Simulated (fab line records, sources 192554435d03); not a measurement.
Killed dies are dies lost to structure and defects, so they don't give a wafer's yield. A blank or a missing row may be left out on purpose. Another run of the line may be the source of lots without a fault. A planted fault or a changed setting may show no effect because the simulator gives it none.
fab line records	flow n5_finfet	part 1 of 2: steps 1 to 24 of 33
record lots=5	wafers=15	last_day=17
route steps=1938 shown BEOL_M0@726 BEOL_M1@751
lots that met no fault: taken from a fault-free run of the same line
start_h: start of the lot's first displayed wafer, in hours after the record's first day	wait_h: hours from the lot's prior step to this one	" unchanged from the row above	L1.1+2: a row that stands for several wafers	- either no value or no given start	* or withheld: withheld	< > ~ a bound
route shown NAME@n: NAME is a module with steps in the file, n the number in the route of the first one	usual: mean/standard deviation taken from wafers without a fault	same: alike in all rows	chamber/n: place in a boat	sites: the reading at each site	_std_site: standard deviation of those values	_edge_site: outer sites' mean less inner sites'	radius_mm: for every site, how far away it sits from the centre of the wafer	mask NAME#n: copy n	behind: tool/chamber where the wafer was last shaped	hold: cause of the lot's hold/its duration in hours/its outcome	device: transistor that didn't switch, given as n, p or np	end of line: tests of these same wafers at the route's end	a step without rows: its recipe alone	killed: at the first sort, the dies lost to defects and structure; wafer yield is something else	map: dies across one wafer; x = killed, . = not, _ = none there
set.NAME: the setting as run; set.NAME@STEP: as run at that earlier step	model.NAME: the simulator's own value behind a step, which no gauge read
lots seen at some steps along the route; tables by step, rows by wafer
services: when a tool's chamber went out of use (start_h, in hours from the record's first day, below 0 if earlier), for how many hours, and the reason
## steps
# step N5_BEOL_M0_ETCH_109
# recipe chemistry=CH3F/O2	target_depth_a=80	overetch_a=24	target=SiCN	time_s=27.4	ion_energy_ev=120	pressure_mtorr=30	source_w=395	bias_w=75	Ar_flow_sccm=150	CH3F_flow_sccm=30	O2_flow_sccm=20
# usual drypump_motor_current_A=5.7/0.53	oes_product_au=0.70/0.088	rf_vpp_V=296.9/1.7	showerhead_plenum_p_Torr=1.98/0.077	throttle_valve_pct=16.25/0.21
lot.wafer	tool	chamber	start_h	wait_h	drypump_motor_current_A	oes_product_au	rf_hours_counter_h	rf_vpp_V	showerhead_plenum_p_Torr	throttle_valve_pct
L076.2	rie_diel-06	2	128.73	0.1	5.5	0.75	45	297.0	2.02	16.43
L076.4	"	0	"	"	5.5	0.60	-	294.9	1.88	16.57
L076.6	"	1	"	"	4.9	0.70	-	298.2	2.02	16.10
L085.1	rie_diel-01	3	185.89	0.0	6.1	0.76	19	295.8	1.97	16.31
L085.4	"	1	"	"	6.7	0.80	8	295.8	1.96	16.26
L085.6	"	0	"	"	6.0	0.65	-	297.5	2.02	16.34
L086.2	rie_diel-02	1	196.57	0.1	5.3	0.58	243	295.7	1.90	16.50
L086.3	"	2	"	"	5.4	0.79	13	299.0	2.13	16.15
L086.4	"	3	"	"	6.5	0.59	215	294.1	1.89	16.13
L087.1	rie_diel-01	0	203.89	0.0	6.0	0.67	132	297.0	2.02	16.37
L087.4	"	3	"	"	6.1	0.76	25	296.0	1.97	16.32
L087.6	"	0	"	"	6.0	0.66	-	297.8	2.02	16.35
L088.2	rie_diel-02	2	213.42	0.1	5.4	0.77	20	299.3	2.13	16.17
L088.4	"	3	"	"	6.6	0.58	221	296.6	1.89	16.14
L088.6	"	1	"	"	5.3	0.57	-	295.6	1.90	16.52
# step N5_BEOL_M0_STRIP_139
# recipe chemistry=post_etch_residue_remover	time_s=60	temp_c=25	remover_ph=withheld	remover_water_wt_pct=withheld	remover_fluoride_wt_pct=withheld
lot.wafer	tool	chamber	start_h	wait_h
L076.2+4+6	wet_bench-05	0,6,3	128.83	0.1
L085.1+4+6	wet_bench-02	4,6,2	185.99	0.1
L086.2+3+4	wet_bench-03	1,5,4	196.67	0.1
L087.1+4+6	wet_bench-02	0,4,2	204.00	0.1
L088.2+4+6	wet_bench-05	5,6,1	213.53	0.1
# step N5_BEOL_M0_SRD_111
# recipe time_s=30	temp_c=23	rinse_liquid=diw	dry=ipa_marangoni
# usual do_supply_ppb=10.01/0.1
lot.wafer	tool	chamber	start_h	wait_h	do_supply_ppb
L076.2	wet_bench-05	0	128.85	0.0	10.05
L076.4	"	6	"	"	9.97
L076.6	"	3	"	"	9.96
L085.1	wet_bench-02	4	186.01	0.0	9.93
L085.4	"	6	"	"	9.94
L085.6	"	2	"	"	10.05
L086.2	wet_bench-03	1	196.69	0.0	10.01
L086.3	"	5	"	"	9.96
L086.4	"	4	"	"	10.17
L087.1	wet_bench-02	0	204.02	0.0	10.08
L087.4	"	4	"	"	10.09
L087.6	"	2	"	"	9.82
L088.2	wet_bench-05	5	213.55	0.0	9.99
L088.4	"	6	"	"	10.00
L088.6	"	1	"	"	10.04
# step N5_BEOL_M0_DEGAS_112
# recipe ambient=vacuum	temp_c=250	time_s=60
# usual heater_power_w=321/37
lot.wafer	tool	chamber	start_h	wait_h	heater_power_w
L076.2	pvd_sputter-01	-	129.55	0.7	285
L076.4	"	-	"	"	353
L076.6	"	-	"	"	288
L085.1	pvd_sputter-02	-	186.80	0.8	299
L085.4	"	-	"	"	420
L085.6	"	-	"	"	309
L086.2	pvd_sputter-03	-	197.23	0.5	324
L086.3	"	-	"	"	309
L086.4	"	-	"	"	279
L087.1	pvd_sputter-01	-	204.06	0.0	291
L087.4	"	-	"	"	288
L087.6	"	-	"	"	353
L088.2	pvd_sputter-03	-	213.97	0.4	286
L088.4	"	-	"	"	281
L088.6	"	-	"	"	287
# step N5_BEOL_M0_PRE_CLEAN_113
# recipe gas=H2/He	time_s=30	temp_c=250
# usual heater_power_w=321/38
lot.wafer	tool	chamber	start_h	wait_h	heater_power_w
L076.2	pvd_sputter-01	-	129.59	0.0	287
L076.4	"	-	"	"	358
L076.6	"	-	"	"	286
L085.1	pvd_sputter-02	-	186.84	0.0	307
L085.4	"	-	"	"	425
L085.6	"	-	"	"	303
L086.2	pvd_sputter-03	-	197.27	0.0	318
L086.3	"	-	"	"	307
L086.4	"	-	"	"	281
L087.1	pvd_sputter-01	-	204.10	0.0	290
L087.4	"	-	"	"	294
L087.6	"	-	"	"	355
L088.2	pvd_sputter-03	-	214.01	0.0	282
L088.4	"	-	"	"	287
L088.6	"	-	"	"	290
# step N5_BEOL_M0_ALD_136
# recipe material=TaN	target_thk_a=*	temp_c=275	ald_precursor_family=PDMAT	ald_co_reactant=NH3	pressure_torr=3	carrier_flow_sccm=1500	pulse_time_s=2	purge_time_s=3	co_reactant_purge_time_s=2	co_reactant_pulse_time_s=3	ald_cycles=30	precursor_vessel_temp_c=75	precursor_vessel_pressure_torr=26.25	precursor_vessel_carrier_sccm=1000
# usual heater_power_w=407/40
lot.wafer	tool	chamber	start_h	wait_h	heater_power_w
L076.2	ald_metal-04	3	129.71	0.1	425
L076.4	"	2	"	"	354
L076.6	"	1	"	"	423
L085.1	ald_metal-04	3	186.90	0.0	409
L085.4	"	0	"	"	365
L085.6	"	0	"	"	374
L086.2	ald_metal-03	1	197.33	0.0	439
L086.3	"	2	"	"	396
L086.4	"	3	"	"	467
L087.1	ald_metal-01	2	204.19	0.1	367
L087.4	"	3	"	"	463
L087.6	"	3	"	"	464
L088.2	ald_metal-03	0	214.07	0.0	382
L088.4	"	3	"	"	493
L088.6	"	2	"	"	413
# step N5_BEOL_M0_SURFACE_TREAT_137
# recipe gas=Ar	time_s=*	ion_energy_ev=*	ion_current_ma_cm2=0.5	pressure_mtorr=*	ar_flow_sccm=30
# usual throttle_valve_pct=*
lot.wafer	tool	chamber	start_h	wait_h	throttle_valve_pct
L076.2	pvd_sputter-03	-	130.05	0.2	*
L076.4	"	-	"	"	*
L076.6	"	-	"	"	*
L085.1	pvd_sputter-01	-	187.20	0.2	*
L085.4	"	-	"	"	*
L085.6	"	-	"	"	*
L086.2	pvd_sputter-02	-	197.56	0.1	*
L086.3	"	-	"	"	*
L086.4	"	-	"	"	*
L087.1	pvd_sputter-01	-	204.61	0.3	*
L087.4	"	-	"	"	*
L087.6	"	-	"	"	*
L088.2	pvd_sputter-03	-	214.53	0.4	*
L088.4	"	-	"	"	*
L088.6	"	-	"	"	*
# step N5_BEOL_M0_CVD_115
# recipe material=Co	target_thk_a=*	temp_c=withheld	precursor=CCTBA/H2	pressure_torr=30	time_s=120
lot.wafer	tool	chamber	start_h	wait_h
L076.2+4+6	cvd_co-02	2	130.28	0.2
L085.1+4+6	cvd_co-02	0,0,2	187.26	0.0
L086.2+3+4	cvd_co-02	1,0,1	197.85	0.3
L087.1+4+6	cvd_co-02	1,1,0	204.90	0.3
L088.2+4+6	cvd_co-02	2,1,2	214.90	0.4
# step N5_BEOL_M0_SPUTTER_116
# recipe material=Cu	target_thk_a=40	temp_c=-20	chamber_pressure_pa=0.07	power_w=withheld	time_s=7.37
# usual substrate_temp_c=-20.01/0.11	throttle_valve_pct=30.2/1.1
lot.wafer	tool	chamber	start_h	wait_h	substrate_temp_c	throttle_valve_pct
L076.2	pvd_sputter-01	-	130.47	0.2	-20.05	30.1
L076.4	"	-	"	"	-19.96	30.9
L076.6	"	-	"	"	-19.96	30.8
L085.1	pvd_sputter-01	-	187.38	0.1	-20.05	30.8
L085.4	"	-	"	"	-19.94	31.6
L085.6	"	-	"	"	-19.95	30.1
L086.2	pvd_sputter-01	-	199.50	1.6	-20.04	30.8
L086.3	"	-	"	"	-20.12	30.1
L086.4	"	-	"	"	-19.96	31.7
L087.1	pvd_sputter-01	-	206.49	1.5	-20.17	30.8
L087.4	"	-	"	"	-19.83	31.9
L087.6	"	-	"	"	-20.13	30.6
L088.2	pvd_sputter-03	-	215.08	0.1	-19.68	32.2
L088.4	"	-	"	"	-20.13	29.4
L088.6	"	-	"	"	-19.93	29.4
# step N5_BEOL_M0_ANNEAL_117
# recipe temp_c=400	time_s=60	ambient=vacuum
# usual heater_power_w=787/79
lot.wafer	tool	chamber	start_h	wait_h	heater_power_w
L076.2	pvd_sputter-01	-	130.55	0.0	736
L076.4	"	-	"	"	867
L076.6	"	-	"	"	889
L085.1	pvd_sputter-01	-	187.46	0.0	877
L085.4	"	-	"	"	894
L085.6	"	-	"	"	724
L086.2	pvd_sputter-01	-	199.58	0.0	904
L086.3	"	-	"	"	735
L086.4	"	-	"	"	880
L087.1	pvd_sputter-01	-	206.57	0.0	745
L087.4	"	-	"	"	860
L087.6	"	-	"	"	702
L088.2	pvd_sputter-03	-	215.16	0.0	710
L088.4	"	-	"	"	716
L088.6	"	-	"	"	781
# step N5_BEOL_M0_SPUTTER_132
# recipe material=Cu	target_thk_a=40	temp_c=-20	chamber_pressure_pa=0.07	power_w=withheld	time_s=7.37
# usual substrate_temp_c=-19.98/0.1	throttle_valve_pct=30.2/1
lot.wafer	tool	chamber	start_h	wait_h	substrate_temp_c	throttle_valve_pct
L076.2	pvd_sputter-01	-	130.59	0.0	-19.96	30.0
L076.4	"	-	"	"	-20.01	30.6
L076.6	"	-	"	"	-19.98	30.6
L085.1	pvd_sputter-01	-	187.50	0.0	-19.89	30.7
L085.4	"	-	"	"	-19.92	32.0
L085.6	"	-	"	"	-19.94	30.0
L086.2	pvd_sputter-01	-	199.62	0.0	-20.04	30.7
L086.3	"	-	"	"	-19.95	30.0
L086.4	"	-	"	"	-20.14	31.4
L087.1	pvd_sputter-01	-	206.61	0.0	-19.74	31.0
L087.4	"	-	"	"	-20.14	31.6
L087.6	"	-	"	"	-19.93	30.9
L088.2	pvd_sputter-03	-	215.20	0.0	-19.93	32.1
L088.4	"	-	"	"	-19.86	29.3
L088.6	"	-	"	"	-19.97	29.7
# step N5_BEOL_M0_ANNEAL_133
# recipe temp_c=400	time_s=60	ambient=vacuum
# usual heater_power_w=785/83
lot.wafer	tool	chamber	start_h	wait_h	heater_power_w
L076.2	pvd_sputter-01	-	130.67	0.0	704
L076.4	"	-	"	"	905
L076.6	"	-	"	"	894
L085.1	pvd_sputter-01	-	187.58	0.0	875
L085.4	"	-	"	"	887
L085.6	"	-	"	"	721
L086.2	pvd_sputter-01	-	199.70	0.0	904
L086.3	"	-	"	"	694
L086.4	"	-	"	"	885
L087.1	pvd_sputter-01	-	206.69	0.0	701
L087.4	"	-	"	"	892
L087.6	"	-	"	"	713
L088.2	pvd_sputter-03	-	215.28	0.0	674
L088.4	"	-	"	"	715
L088.6	"	-	"	"	759
# step N5_BEOL_M0_SPUTTER_134
# recipe material=Cu	target_thk_a=40	temp_c=-20	chamber_pressure_pa=0.07	power_w=withheld	time_s=7.37
# usual substrate_temp_c=-20.00/0.11	throttle_valve_pct=30.2/1
lot.wafer	tool	chamber	start_h	wait_h	substrate_temp_c	throttle_valve_pct
L076.2	pvd_sputter-01	-	130.71	0.0	-19.98	30.1
L076.4	"	-	"	"	-20.10	30.8
L076.6	"	-	"	"	-19.91	30.8
L085.1	pvd_sputter-01	-	187.62	0.0	-20.04	30.7
L085.4	"	-	"	"	-20.05	31.7
L085.6	"	-	"	"	-20.07	30.2
L086.2	pvd_sputter-01	-	199.74	0.0	-20.19	30.8
L086.3	"	-	"	"	-20.05	30.1
L086.4	"	-	"	"	-20.17	31.7
L087.1	pvd_sputter-01	-	206.73	0.0	-19.86	30.9
L087.4	"	-	"	"	-20.10	31.9
L087.6	"	-	"	"	-19.90	30.9
L088.2	pvd_sputter-03	-	215.32	0.0	-19.91	32.2
L088.4	"	-	"	"	-20.04	29.2
L088.6	"	-	"	"	-19.84	29.3
# step N5_BEOL_M0_ANNEAL_135
# recipe temp_c=400	time_s=60	ambient=vacuum
# usual heater_power_w=786/81
lot.wafer	tool	chamber	start_h	wait_h	heater_power_w
L076.2	pvd_sputter-01	-	130.79	0.0	737
L076.4	"	-	"	"	872
L076.6	"	-	"	"	885
L085.1	pvd_sputter-01	-	187.70	0.0	877
L085.4	"	-	"	"	860
L085.6	"	-	"	"	717
L086.2	pvd_sputter-01	-	199.82	0.0	905
L086.3	"	-	"	"	713
L086.4	"	-	"	"	873
L087.1	pvd_sputter-01	-	206.81	0.0	718
L087.4	"	-	"	"	875
L087.6	"	-	"	"	717
L088.2	pvd_sputter-03	-	215.40	0.0	705
L088.4	"	-	"	"	707
L088.6	"	-	"	"	768
# step N5_BEOL_M0_SPUTTER_141
# recipe material=Cu	target_thk_a=40	temp_c=-20	chamber_pressure_pa=0.07	power_w=withheld	time_s=7.37
# usual substrate_temp_c=-20.03/0.097	throttle_valve_pct=30.2/1
lot.wafer	tool	chamber	start_h	wait_h	substrate_temp_c	throttle_valve_pct
L076.2	pvd_sputter-01	-	130.83	0.0	-20.17	29.8
L076.4	"	-	"	"	-20.11	30.5
L076.6	"	-	"	"	-20.02	31.0
L085.1	pvd_sputter-01	-	187.74	0.0	-20.02	30.8
L085.4	"	-	"	"	-20.12	31.8
L085.6	"	-	"	"	-20.08	30.2
L086.2	pvd_sputter-01	-	199.86	0.0	-20.00	31.0
L086.3	"	-	"	"	-20.05	30.0
L086.4	"	-	"	"	-20.07	31.5
L087.1	pvd_sputter-01	-	206.85	0.0	-20.01	30.6
L087.4	"	-	"	"	-20.07	31.8
L087.6	"	-	"	"	-19.99	31.1
L088.2	pvd_sputter-03	-	215.44	0.0	-20.09	32.0
L088.4	"	-	"	"	-20.03	29.4
L088.6	"	-	"	"	-20.03	29.4
# step N5_BEOL_M0_ECD_118
# recipe material=Cu	target_thk_a=3000
lot.wafer	tool	chamber	start_h	wait_h
L076.2+4+6	ecd_cu-02	0,0,1	130.95	0.1
L085.1+4+6	ecd_cu-01	0	187.85	0.1
L086.2+3+4	ecd_cu-01	1,1,0	199.98	0.1
L087.1+4+6	ecd_cu-02	1,0,1	206.97	0.1
L088.2+4+6	ecd_cu-01	0,1,0	215.56	0.1
# step N5_BEOL_M0_ANNEAL_119
# recipe temp_c=225	time_s=90	ambient=N2
# usual wafer_temp_C_max=226.0/0.7
lot.wafer	tool	chamber	start_h	wait_h	wafer_temp_C_max
L076.2	rtp_anneal-02	0	131.07	0.1	225.2
L076.4	"	0	"	"	225.2
L076.6	"	0	"	"	225.3
L085.1	rtp_anneal-02	0	187.93	0.1	225.6
L085.4	"	0	"	"	225.8
L085.6	"	0	"	"	225.6
L086.2	rtp_anneal-02	0	200.15	0.2	225.4
L086.3	"	0	"	"	225.3
L086.4	"	0	"	"	225.5
L087.1	rtp_anneal-02	0	207.08	0.1	225.5
L087.4	"	0	"	"	225.8
L087.6	"	0	"	"	225.5
L088.2	rtp_anneal-01	0	215.88	0.3	227.1
L088.4	"	0	"	"	227.7
L088.6	"	0	"	"	227.4
# step N5_BEOL_M0_CMP_120
# recipe stop_on=SiOC	t_overpolish_s=6.9	down_force_psi=1	platen_rpm=50	clearing_platen_down_force_psi=1.5	clearing_platen_rpm=50	post_cmp_clean=cu_alkaline	clearing_platen_pad_velocity_m_s=0.99484	pad_velocity_m_s=0.99484
# usual barrier_field_endpoint_s=3.65/0.12	motor_current_A=5.9/0.5	overpolish_run_s=6.900/0.0088	time_to_endpoint_s=63/4.3
# same t_overpolish_s=6.9
lot.wafer	tool	chamber	start_h	wait_h	barrier_field_endpoint_s	motor_current_A	overpolish_run_s	time_to_endpoint_s
L076.2	cmp-04	0	131.33	0.2	3.68	6.0	6.904	65
L076.4	"	1	"	"	3.72	5.1	6.902	66
L076.6	"	1	"	"	3.57	5.0	6.900	63
L085.4	cmp-04	1	188.23	0.1	3.52	5.0	6.899	64
L085.1	"	3	"	"	3.69	6.8	6.905	65
L085.6	"	2	"	"	3.51	5.6	6.901	62
L086.4	cmp-01	0	200.42	0.1	3.58	6.3	6.899	61
L086.3	"	2	"	"	3.66	6.0	6.907	61
L086.2	"	3	"	"	3.80	6.5	6.892	71
L087.4	cmp-01	2	207.37	0.1	3.71	5.9	6.894	61
L087.1	"	0	"	"	3.52	6.2	6.905	62
L087.6	"	3	"	"	3.90	6.7	6.897	74
L088.4	cmp-04	1	216.21	0.2	3.58	5.1	6.899	66
L088.2	"	2	"	"	3.50	5.7	6.900	66
L088.6	"	3	"	"	3.63	6.4	6.901	65
# step N5_BEOL_M0_PRE_CLEAN_131
# recipe gas=NH3/H2	time_s=15	temp_c=*	rf_power_w=300
# usual heater_power_w=84/14
lot.wafer	tool	chamber	start_h	wait_h	heater_power_w
L076.2	cvd_co-01	0	131.66	0.0	66
L076.4	"	2	"	"	75
L076.6	"	0	"	"	68
L085.1	cvd_co-02	0	188.56	0.0	91
L085.4	"	2	"	"	87
L085.6	"	1	"	"	72
L086.2	cvd_co-02	0	200.75	0.0	88
L086.3	"	2	"	"	89
L086.4	"	0	"	"	91
L087.1	cvd_co-01	2	207.71	0.0	75
L087.4	"	1	"	"	107
L087.6	"	2	"	"	76
L088.2	cvd_co-02	1	216.46	0.0	73
L088.4	"	2	"	"	87
L088.6	"	1	"	"	71
# step N5_BEOL_M0_CO_CAP_123
# recipe material=Co	target_thk_a=20	temp_c=200	precursor=CCTBA/H2	pressure_torr=30	time_s=102.1
# usual heater_power_w=235/18
lot.wafer	tool	chamber	start_h	wait_h	heater_power_w
L076.2	cvd_co-01	0	131.70	0.0	213
L076.4	"	2	"	"	224
L076.6	"	0	"	"	216
L085.1	cvd_co-02	0	188.60	0.0	241
L085.4	"	2	"	"	239
L085.6	"	1	"	"	224
L086.2	cvd_co-02	0	200.79	0.0	247
L086.3	"	2	"	"	235
L086.4	"	0	"	"	239
L087.1	cvd_co-01	2	207.75	0.0	226
L087.4	"	1	"	"	271
L087.6	"	2	"	"	224
L088.2	cvd_co-02	1	216.50	0.0	219
L088.4	"	2	"	"	237
L088.6	"	1	"	"	221
# step N5_BEOL_M0_PRE_CLEAN_124
# recipe gas=NH3	time_s=15	temp_c=withheld	rf_power_w=300
lot.wafer	tool	chamber	start_h	wait_h
L076.2+4+6	pecvd-03	2,2,1	131.79	0.1
L085.1+4+6	pecvd-04	2,2,1	188.69	0.1
L086.2+3+4	pecvd-03	1,2,0	200.88	0.1
L087.1+4+6	pecvd-04	2,2,1	207.84	0.1
L088.2+4+6	pecvd-01	0,1,0	216.59	0.1
# step N5_BEOL_M0_DEP_125
# recipe material=SiCN	target_thk_a=80	temp_c=withheld	precursor=3MS/NH3	pressure_torr=3	rf_w=202	time_s=14
# usual showerhead_plenum_p_Torr=3.668/0.014	throttle_valve_pct=9.1/0.77
lot.wafer	tool	chamber	start_h	wait_h	showerhead_plenum_p_Torr	throttle_valve_pct
L076.2	pecvd-03	2	131.81	0.0	3.657	8.6
L076.4	"	2	"	"	3.662	8.4
L076.6	"	1	"	"	3.695	9.7
L085.1	pecvd-04	2	188.73	0.0	3.643	8.3
L085.4	"	2	"	"	3.644	8.5
L085.6	"	1	"	"	3.652	9.4
L086.2	pecvd-03	1	200.91	0.0	3.692	9.6
L086.3	"	2	"	"	3.665	8.7
L086.4	"	0	"	"	3.679	8.6
L087.1	pecvd-04	2	207.86	0.0	3.639	8.5
L087.4	"	2	"	"	3.646	8.4
L087.6	"	1	"	"	3.657	9.2
L088.2	pecvd-01	0	216.63	0.0	3.685	9.5
L088.4	"	1	"	"	3.665	8.7
L088.6	"	0	"	"	3.682	9.6
# step N5_BEOL_M0_RS_MEAS_126
# recipe thk_meas_gauge=four-point-probe	reads=Co_of_BEOL_M0_CO_CAP_123+Cu_of_BEOL_M0_ECD_118+Co_of_BEOL_M0_CVD_115+TaN_of_BEOL_M0_ALD_136
# usual M0_RS=0.531/0.021
lot.wafer	tool	chamber	start_h	wait_h	M0_RS[ohm/sq]
L076.2	film_metro-02	-	131.88	0.1	0.520
L076.4	"	-	"	"	0.504
L076.6	"	-	"	"	0.508
L085.1	film_metro-01	-	188.81	0.1	0.517
L085.4	"	-	"	"	0.506
L085.6	"	-	"	"	0.507
L086.2	film_metro-01	-	200.97	0.1	0.503
L086.3	"	-	"	"	0.562
L086.4	"	-	"	"	0.526
L087.1	film_metro-02	-	207.93	0.0	0.550
L087.4	"	-	"	"	0.552
L087.6	"	-	"	"	0.514
L088.2	film_metro-02	-	216.72	0.1	0.536
L088.4	"	-	"	"	0.513
L088.6	"	-	"	"	0.506
# step N5_BEOL_M0_INSPECT_127
# recipe inspect_instrument=darkfield	mode=post_dep
# usual raw_defect_count=71/25
lot.wafer	tool	chamber	start_h	wait_h	raw_defect_count
L076.2	defect_inspect-02	-	131.91	0.0	107
L076.4	"	-	"	"	76
L076.6	"	-	"	"	90
L085.1	defect_inspect-01	-	188.84	0.0	49
L085.4	"	-	"	"	62
L085.6	"	-	"	"	63
L086.2	defect_inspect-02	-	201.00	0.0	92
L086.3	"	-	"	"	108
L086.4	"	-	"	"	78
L087.1	defect_inspect-01	-	207.95	0.0	119
L087.4	"	-	"	"	84
L087.6	"	-	"	"	118
L088.2	defect_inspect-01	-	216.74	0.0	82
L088.4	"	-	"	"	86
L088.6	"	-	"	"	79
